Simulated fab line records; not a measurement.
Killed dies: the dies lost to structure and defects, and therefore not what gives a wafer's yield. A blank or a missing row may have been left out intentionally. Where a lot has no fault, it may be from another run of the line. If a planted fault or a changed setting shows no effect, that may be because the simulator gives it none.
fab line records | flow n5-finfet
record: lots: 11 | wafers: 32 | last-day: 19
route steps=1938 shown BEOL_M8@1379 BEOL_M9@1404 PASSIVATION@1936
lots that met no fault: taken from a fault-free run of the same line
start-h: the number of hours between the record's first day and the start of the first shown wafer of the lot | wait-h: hours since the lot's step before | " as in the row above | L1.1+2: one row covering several wafers at once | - no value, or no start was given | * or withheld: withheld | < > ~ a bound
route shown NAME@n: names a module that has steps shown in the file, with the first one's number in the route | usual: mean and standard deviation over wafers with no fault | same: alike in all rows | chamber/n: place in a boat | sites: per-site readings | _std_site: their standard deviation | _edge_site: outer sites' mean less inner sites' | radius-mm: how far each site lies from the wafer's centre | mask NAME#n: copy n | behind: the last tool/chamber to shape the wafer | hold: cause of the lot's hold/its duration in hours/its outcome | device: the transistor (n, p or np) that didn't switch | end of line: at the end of the route, the tests of the same wafers | step lacking rows: just its recipe | killed: the dies lost at the first sort to structure and to defects; this is not the yield of the wafer | map: a wafer's dies, x killed, . not, _ none there
set.NAME: the setting that was run; set.NAME@STEP: the one run at that earlier step | model.NAME: the simulator's own value behind a step, which no gauge read
a sample of lots followed through the steps of the route, with each step as a table and each wafer as a row
services: the hour from which a tool's chamber was out of use, counted from the record's first day as start-h (under 0 if before that day), plus the number of hours and why
== steps ==
step: N5_BEOL_M8_STRIP_80
recipe: chemistry: N2/H2 | time-s: 10 | power-w: 450 | temp-c: 40 | pressure-mtorr: 20 | rf-frequency-hz: 6e+07 | bias-power-w: 7 | n2-flow-sccm: 200 | h2-flow-sccm: 200
usual: drypump-motor-current-A: 5.7/0.37 | n2-flow-sccm: 199.9/0.62 | oes-product-au: 0.82/0.087 | rf-vpp-V: 59.0/0.84 | showerhead-plenum-p-Torr: 2.51/0.11 | throttle-valve-pct: 23.7/0.31
lot.wafer | tool        | chamber | start-h | wait-h | drypump-motor-current-A | n2-flow-sccm | oes-product-au | rf-hours-counter-h | rf-vpp-V | showerhead-plenum-p-Torr | throttle-valve-pct
L355.1    | rie-diel-03 | 0       | -       | -      | 5.8                     | 200.0        | 0.73           | 177                | 57.6     | 2.34                     | 23.9
L355.4    | "           | 1       | "       | "      | 5.8                     | 199.7        | 0.97           | -                  | 58.9     | 2.60                     | 23.5
L355.6    | "           | 2       | "       | "      | 5.6                     | 200.4        | 0.71           | -                  | 58.4     | 2.51                     | 23.4
L357.1    | rie-diel-03 | 1       | -       | -      | 5.8                     | 200.1        | 0.92           | 19                 | 57.8     | 2.59                     | 23.5
L357.2    | "           | 3       | "       | "      | 5.5                     | 199.8        | 0.93           | 8                  | 59.4     | 2.59                     | 23.2
L357.4    | "           | 2       | "       | "      | 5.6                     | 200.2        | 0.69           | 199                | 58.3     | 2.50                     | 23.4
L358.3    | rie-diel-05 | 2       | -       | -      | 5.9                     | 199.0        | 0.72           | 186                | 58.6     | 2.33                     | 24.2
L358.5    | "           | 3       | "       | "      | 4.9                     | 200.7        | 0.84           | -                  | 60.2     | 2.69                     | 24.0
L358.6    | "           | 2       | "       | "      | 5.8                     | 200.4        | 0.72           | -                  | 59.0     | 2.33                     | 24.2
L359.1    | rie-diel-04 | 3       | -       | -      | 6.4                     | 199.4        | 0.99           | 2                  | 58.1     | 2.50                     | 23.8
L359.5    | "           | 3       | "       | "      | 6.5                     | 199.1        | 1.00           | -                  | 59.4     | 2.50                     | 23.8
L359.6    | "           | 2       | "       | "      | 6.0                     | 199.4        | 0.83           | -                  | 58.9     | 2.46                     | 23.6
L363.1    | rie-diel-04 | 3       | -       | -      | 6.5                     | 199.8        | 0.98           | 6                  | 61.2     | 2.50                     | 23.8
L363.2    | "           | 0       | "       | "      | 6.2                     | 200.2        | 0.83           | 68                 | 58.5     | 2.69                     | 24.1
L375.2    | rie-diel-03 | 1       | -       | -      | 5.8                     | 199.5        | 0.85           | 53                 | 59.9     | 2.58                     | 23.6
L375.3    | "           | 3       | "       | "      | 5.5                     | 199.5        | 0.85           | 43                 | 58.0     | 2.58                     | 23.3
L375.4    | "           | 2       | "       | "      | 5.6                     | 198.8        | 0.68           | 235                | 59.0     | 2.49                     | 23.5
L374.2    | rie-diel-04 | 3       | -       | -      | 6.4                     | 199.2        | 0.92           | 32                 | 59.0     | 2.49                     | 23.8
L374.3    | "           | 2       | "       | "      | 6.0                     | 199.7        | 0.78           | 107                | 58.0     | 2.45                     | 23.7
L374.4    | "           | 0       | "       | "      | 6.2                     | 199.9        | 0.80           | 94                 | 59.6     | 2.67                     | 24.2
L371.1    | rie-diel-05 | 1       | -       | -      | 5.5                     | 200.9        | 0.80           | 110                | 60.5     | 2.56                     | 24.2
L371.4    | "           | 2       | "       | "      | 5.9                     | 200.3        | 0.70           | 220                | 58.2     | 2.31                     | 24.3
L371.6    | "           | 0       | "       | "      | 5.4                     | 199.7        | 0.89           | -                  | 57.6     | 2.48                     | 23.5
L376.1    | rie-diel-05 | 0       | -       | -      | 5.4                     | 200.0        | 0.88           | 37                 | 58.4     | 2.48                     | 23.5
L376.4    | "           | 3       | "       | "      | 4.9                     | 200.5        | 0.80           | 107                | 59.3     | 2.67                     | 24.0
L376.5    | "           | 3       | "       | "      | 4.9                     | 200.6        | 0.81           | -                  | 58.8     | 2.67                     | 24.0
L377.1    | rie-diel-03 | 3       | -       | -      | 5.5                     | 200.5        | 0.85           | 50                 | 57.7     | 2.57                     | 23.3
L377.2    | "           | 2       | "       | "      | 5.6                     | 200.0        | 0.68           | 242                | 59.4     | 2.49                     | 23.5
L377.4    | "           | 1       | "       | "      | 5.8                     | 199.6        | 0.85           | 61                 | 58.5     | 2.57                     | 23.6
L378.3    | rie-diel-03 | 3       | -       | -      | 5.5                     | 199.3        | 0.84           | 54                 | 58.2     | 2.57                     | 23.3
L378.4    | "           | 1       | "       | "      | 5.8                     | 200.0        | 0.85           | 64                 | 59.6     | 2.57                     | 23.6
L378.5    | "           | 1       | "       | "      | 5.8                     | 200.0        | 0.85           | -                  | 58.3     | 2.57                     | 23.6
step: N5_BEOL_M8_CD_MEAS_35
recipe: target-cd-nm: 40 | polarity: opening
usual: cd-nm: 40.1/0.61
lot.wafer | tool      | chamber | start-h | wait-h | cd-nm
L355.1    | cd-sem-02 | -       | 209.53  | 0.0    | 40.1
L355.4    | "         | -       | "       | "      | 39.7
L355.6    | "         | -       | "       | "      | 40.3
L357.1    | cd-sem-02 | -       | 245.14  | 0.0    | 39.3
L357.2    | "         | -       | "       | "      | 40.5
L357.4    | "         | -       | "       | "      | 39.8
L358.3    | cd-sem-02 | -       | 250.46  | 0.0    | 41.0
L358.5    | "         | -       | "       | "      | 40.8
L358.6    | "         | -       | "       | "      | 41.1
L359.1    | cd-sem-02 | -       | 266.41  | 0.0    | 38.9
L359.5    | "         | -       | "       | "      | 38.7
L359.6    | "         | -       | "       | "      | 40.8
L363.1    | cd-sem-01 | -       | 276.22  | 0.0    | 40.7
L363.2    | "         | -       | "       | "      | 39.3
L375.2    | cd-sem-03 | -       | 349.17  | 0.0    | 40.4
L375.3    | "         | -       | "       | "      | 40.8
L375.4    | "         | -       | "       | "      | 39.5
L374.2    | cd-sem-01 | -       | 356.92  | 0.0    | 40.0
L374.3    | "         | -       | "       | "      | 40.4
L374.4    | "         | -       | "       | "      | 40.0
L371.1    | cd-sem-01 | -       | 359.05  | 0.0    | 39.9
L371.4    | "         | -       | "       | "      | 39.7
L371.6    | "         | -       | "       | "      | 39.7
L376.1    | cd-sem-03 | -       | 359.49  | 0.0    | 39.4
L376.4    | "         | -       | "       | "      | 39.4
L376.5    | "         | -       | "       | "      | 39.8
L377.1    | cd-sem-01 | -       | 367.94  | 0.0    | 39.9
L377.2    | "         | -       | "       | "      | 40.0
L377.4    | "         | -       | "       | "      | 39.2
L378.3    | cd-sem-03 | -       | 377.78  | 0.0    | 41.0
L378.4    | "         | -       | "       | "      | 40.5
L378.5    | "         | -       | "       | "      | 39.8
step: N5_BEOL_M8_CMP_52
recipe: stop-on: SiCOH_lowk | t-overpolish-s: 6.9 | down-force-psi: 1 | platen-rpm: 50 | clearing-platen-down-force-psi: 1.5 | clearing-platen-rpm: 50 | post-cmp-clean: cu-alkaline | target-thk-nm: 80 | clearing-platen-pad-velocity-m-s: 0.99484 | pad-velocity-m-s: 0.99484
usual: barrier-field-endpoint-s: 28.6/0.74 | motor-current-A: 5.9/0.77 | overpolish-run-s: 6.900/0.009 | retaining-ring-pressure-frac: 1.000/0.0052 | time-to-endpoint-s: 61/3.2
lot.wafer | tool   | chamber | start-h | wait-h | barrier-field-endpoint-s | motor-current-A | overpolish-run-s | retaining-ring-pressure-frac | time-to-endpoint-s
L355.1    | cmp-04 | 2       | 211.93  | 0.4    | 28.2                     | 5.4             | 6.898            | 1.012                        | 58
L355.4    | "      | 3       | "       | "      | 28.1                     | 4.7             | 6.903            | 0.998                        | 59
L355.6    | "      | 1       | "       | "      | 27.9                     | 5.9             | 6.912            | 0.994                        | 58
L357.4    | cmp-04 | 3       | 246.76  | 0.1    | 29.6                     | 5.0             | 6.905            | 1.002                        | 59
L357.2    | "      | 0       | "       | "      | 28.8                     | 5.3             | 6.899            | 0.999                        | 62
L357.1    | "      | 2       | "       | "      | 29.3                     | 5.7             | 6.894            | 1.002                        | 61
L358.3    | cmp-02 | 1       | 253.89  | 0.2    | 28.3                     | 5.8             | 6.898            | 1.002                        | 57
L358.6    | "      | 0       | "       | "      | 28.1                     | 6.8             | 6.906            | 0.998                        | 58
L358.5    | "      | 1       | "       | "      | 29.1                     | 6.2             | 6.911            | 1.000                        | 60
L359.1    | cmp-02 | 3       | 268.87  | 0.3    | 28.1                     | 7.9             | 6.890            | 1.000                        | 59
L359.5    | "      | 1       | "       | "      | 28.7                     | 5.8             | 6.904            | 0.996                        | 60
L359.6    | "      | 2       | "       | "      | 28.8                     | 6.2             | 6.903            | 1.010                        | 61
L363.1    | cmp-02 | 3       | 278.26  | 0.3    | 15.8                     | 7.7             | 6.909            | 0.998                        | 36
L363.2    | "      | 2       | "       | "      | 16.3                     | 6.3             | 6.897            | 0.995                        | 37
L375.3    | cmp-01 | 3       | 351.63  | 0.2    | 29.9                     | 6.1             | 6.900            | 0.995                        | 67
L375.2    | "      | 0       | "       | "      | 29.8                     | 5.7             | 6.891            | 0.994                        | 63
L375.4    | "      | 2       | "       | "      | 29.3                     | 6.8             | 6.913            | 0.997                        | 61
L374.3    | cmp-04 | 0       | 360.00  | 0.2    | 28.8                     | 5.1             | 6.897            | 0.997                        | 59
L374.2    | "      | 1       | "       | "      | 27.8                     | 5.7             | 6.912            | 1.010                        | 56
L374.4    | "      | 2       | "       | "      | 27.6                     | 5.8             | 6.889            | 0.998                        | 53
L371.4    | cmp-04 | 0       | 362.73  | 0.1    | 29.0                     | 4.9             | 6.911            | 0.997                        | 63
L371.1    | "      | 1       | "       | "      | 28.0                     | 5.7             | 6.915            | 1.003                        | 56
L371.6    | "      | 0       | "       | "      | 28.1                     | 5.3             | 6.886            | 1.004                        | 59
L376.1    | cmp-04 | 2       | 363.79  | 0.3    | 26.7                     | 5.8             | 6.878            | 0.996                        | 54
L376.4    | "      | 3       | "       | "      | 27.7                     | 4.9             | 6.894            | 0.989                        | 56
L376.5    | "      | 1       | "       | "      | 27.1                     | 5.8             | 6.897            | 0.993                        | 53
L377.4    | cmp-01 | 1       | 370.05  | 0.1    | 28.5                     | 5.3             | 6.897            | 0.998                        | 60
L377.1    | "      | 2       | "       | "      | 28.0                     | 6.5             | 6.883            | 1.008                        | 62
L377.2    | "      | 0       | "       | "      | 27.9                     | 5.9             | 6.893            | 1.005                        | 60
L378.3    | cmp-04 | 1       | 380.08  | 0.2    | 27.5                     | 5.4             | 6.910            | 0.992                        | 58
L378.4    | "      | 2       | "       | "      | 27.8                     | 5.7             | 6.906            | 1.005                        | 56
L378.5    | "      | 1       | "       | "      | 28.9                     | 6.0             | 6.894            | 0.997                        | 56
step: N5_BEOL_M9_PECVD_70
recipe: material: SiO2 | target-thk-a: 200 | temp-c: 400 | precursor: TEOS/O2 | pressure-torr: 5.5 | rf-w: 450 | teos-flow-sccm: 53.8 | gas: O2 | flow-sccm: 3000 | time-s: 22.7
usual: heater-power-w: 720/88 | showerhead-plenum-p-Torr: 8.78/0.063 | showerhead-vpp-V: 1343/61 | throttle-valve-pct: 22.6/0.69
lot.wafer | tool     | chamber | start-h | wait-h | heater-power-w | showerhead-plenum-p-Torr | showerhead-vpp-V | throttle-valve-pct
L355.1    | pecvd-03 | 2       | 213.01  | 0.0    | 881            | 8.82                     | 1455             | 20.1
L355.4    | "        | 0       | "       | "      | 767            | 8.87                     | 1310             | 23.7
L355.6    | "        | 1       | "       | "      | 739            | 8.68                     | 1271             | 23.8
L357.1    | pecvd-03 | 1       | 248.39  | 0.0    | 671            | 8.69                     | 1245             | 24.0
L357.2    | "        | 0       | "       | "      | 785            | 8.89                     | 1306             | 23.8
L357.4    | "        | 0       | "       | "      | 783            | 8.89                     | 1308             | 23.8
L358.3    | pecvd-02 | 0       | 254.97  | 0.0    | 759            | 8.89                     | 1289             | 22.5
L358.5    | "        | 1       | "       | "      | 917            | 8.84                     | 1278             | 22.4
L358.6    | "        | 2       | "       | "      | 713            | 8.80                     | 1452             | 22.1
L359.1    | pecvd-02 | 1       | 269.91  | 0.0    | 878            | 8.86                     | 1269             | 22.4
L359.5    | "        | 1       | "       | "      | 882            | 8.86                     | 1257             | 22.3
L359.6    | "        | 2       | "       | "      | 717            | 8.76                     | 1431             | 22.2
L363.1    | pecvd-02 | 2       | 279.37  | 0.0    | 623            | 8.77                     | 1443             | 22.2
L363.2    | "        | 1       | "       | "      | 862            | 8.86                     | 1250             | 22.5
L375.2    | pecvd-02 | 2       | 353.30  | 0.0    | 699            | 8.77                     | 1442             | 22.3
L375.3    | "        | 0       | "       | "      | 790            | 8.88                     | 1284             | 22.6
L375.4    | "        | 2       | "       | "      | 686            | 8.81                     | 1457             | 22.8
L374.2    | pecvd-04 | 2       | 361.60  | 0.0    | 668            | 8.75                     | 1337             | 22.9
L374.3    | "        | 1       | "       | "      | 683            | 8.75                     | 1360             | 22.6
L374.4    | "        | 1       | "       | "      | 700            | 8.77                     | 1355             | 22.6
L371.1    | pecvd-04 | 0       | 363.84  | 0.0    | 629            | 8.77                     | 1358             | 22.6
L371.4    | "        | 0       | "       | "      | 638            | 8.75                     | 1368             | 22.7
L371.6    | "        | 2       | "       | "      | 617            | 8.73                     | 1343             | 22.5
L376.1    | pecvd-04 | 0       | 364.83  | 0.0    | 549            | 8.74                     | 1362             | 22.5
L376.4    | "        | 0       | "       | "      | 572            | 8.75                     | 1367             | 22.4
L376.5    | "        | 2       | "       | "      | 664            | 8.74                     | 1315             | 22.9
L377.1    | pecvd-04 | 1       | 371.73  | 0.0    | 701            | 8.75                     | 1339             | 22.8
L377.2    | "        | 2       | "       | "      | 705            | 8.73                     | 1373             | 22.8
L377.4    | "        | 1       | "       | "      | 696            | 8.75                     | 1358             | 22.7
L378.3    | pecvd-03 | 1       | 381.61  | 0.0    | 604            | 8.69                     | 1252             | 23.7
L378.4    | "        | 1       | "       | "      | 593            | 8.69                     | 1264             | 23.4
L378.5    | "        | 2       | "       | "      | 828            | 8.82                     | 1466             | 20.4
step: N5_PASSIVATION_PROBE_49
usual: defect-limited-yield: 91.0/1.4 | killed_at_M0_to_M3: 36/10 | killed_at_M4_up: 15/5 | killed-at-contacts: 12/6.1 | killed-at-front-end: 40/13 | killed-at-other: 3.8/2.9 | killed-dies: 106/16 | killed-open: 68/12 | killed-short: 35/8.2 | sort_bin_5_function: 5.2/0.9 | sort_bin_6_memory: 3.4/0.71 | sort-n-pass: 1073/17 | sort-yield-pct: 91.0/1.5
same: gross-dies: 1180 | killed-at-back-side: 0 | sort_bin_4_leakage[%]: 0 | sort_bin_8_speed[%]: 0
lot.wafer | tool      | chamber | start-h | wait-h | defect-limited-yield[%] | killed_at_M0_to_M3 | killed_at_M4_up | killed-at-contacts | killed-at-front-end | killed-at-other | killed-dies | killed-open | killed-short | sort_bin_5_function[%] | sort_bin_6_memory[%] | sort-n-pass | sort-yield-pct[%]
L358.3    | prober-01 | -       | 335.57  | 0.1    | 91.5                    | 32                 | 6               | 12                 | 44                  | 6               | 100         | 51          | 48           | 3.6                    | 4.3                  | 1080        | 91.5
L358.5    | prober-01 | -       | 335.67  | 0.2    | 89.2                    | 38                 | 12              | 17                 | 53                  | 8               | 128         | 76          | 52           | 6.4                    | 4.2                  | 1052        | 89.2
L358.6    | prober-01 | -       | 335.72  | 0.3    | 88.8                    | 42                 | 11              | 9                  | 67                  | 3               | 132         | 59          | 62           | 6.0                    | 4.2                  | 1048        | 88.8
killed by level:class
L358.3 FIN_SAQP:geometric-particle:short=19 BEOL_M3:geometric-particle:open=9 MOL_CONTACT_COAG:geometric-particle:open=8 FIN_SAQP:geometric-particle:open=7 BEOL_M0_SAQP:geometric-particle:open=7 BEOL_M0_SAQP:geometric-particle:short=7 STI_FIN_REVEAL:geometric-particle:open=6 GATE_CUT:geometric-particle:short=6
L358.5 FIN_SAQP:geometric-particle:short=19 MOL_CONTACT_COAG:geometric-particle:open=15 STI_FIN_REVEAL:geometric-particle:open=11 BEOL_M3:geometric-particle:open=10 BEOL_M0_SAQP:geometric-particle:short=9 FIN_SAQP:geometric-particle:open=6 BEOL_M4:geometric-particle:open=6 BEOL_M0_SAQP:geometric-particle:open=5
L358.6 FIN_SAQP:geometric-particle:short=30 BEOL_M0_SAQP:geometric-particle:short=14 STI_FIN_REVEAL:geometric-particle:open=9 BEOL_M0_SAQP:geometric-particle:open=8 BEOL_M2:geometric-particle:open=8 HKMG_FIN:area-etch=8 FIN_SAQP:geometric-particle:open=7 MOL_CONTACT_COAG:geometric-particle:open=7
== services ==
tool        | chamber | start-h | hours | kind
cmp-02      | -       | 202.26  | 3.5   | pm
pecvd-02    | 0       | 203.83  | 5.4   | repair
pecvd-04    | 1       | 208.68  | 11.0  | repair
cmp-04      | -       | 220.73  | 0.5   | repair
pecvd-04    | 1       | 225.93  | 2.8   | repair
cmp-04      | -       | 227.11  | 4.6   | pm
cmp-04      | -       | 234.31  | 3.4   | repair
pecvd-04    | -       | 238.23  | 6.0   | pm
pecvd-02    | -       | 241.79  | 2.8   | pm
pecvd-03    | 2       | 244.90  | 10.8  | repair
rie-diel-05 | 0       | 275.61  | 2.2   | repair
rie-diel-03 | 1       | 288.45  | 4.6   | repair
rie-diel-04 | 3       | 291.79  | 3.6   | repair
pecvd-03    | -       | 294.00  | 0.4   | repair
cmp-02      | -       | 296.71  | 4.0   | pm
pecvd-04    | 1       | 296.83  | 17.5  | repair
cmp-04      | -       | 296.84  | 0.8   | repair
cmp-04      | -       | 315.30  | 4.0   | pm
pecvd-04    | 2       | 332.80  | 4.8   | repair
pecvd-04    | 1       | 339.76  | 13.8  | repair
pecvd-02    | 1       | 349.04  | 29.0  | repair
rie-diel-05 | -       | 363.83  | 2.8   | pm
rie-diel-03 | 2       | 368.27  | 3.8   | repair
rie-diel-05 | 2       | 368.47  | 3.1   | repair
== key ==
first-sign: step: N5_BEOL_M8_CMP_52 | reading: barrier-field-endpoint-s | direction: down | sigmas: 17 | usual: 28.6 | struck: 16.0
effect: step: N5_BEOL_M8_CMP_52 | reading: time-to-endpoint-s | direction: down | sigmas: 7.5 | usual: * | struck: *
met-at N5_BEOL_M8_CMP_52
struck-lots L363
struck-wafers L363.1,L363.2
not-acting-at N5_BEOL_M8_STRIP_80,N5_BEOL_M8_CD_MEAS_35,N5_BEOL_M9_PECVD_70
onset-between 268.87 278.26
fault: kind: process-parameter-drift | tool: cmp-02 | chamber: - | onset-h: 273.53 | steps: N5_BEOL_M8_CMP_52 | channel: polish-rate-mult | offset: 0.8 | shape: step | end-h: 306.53 | scope: struck-wafers-only
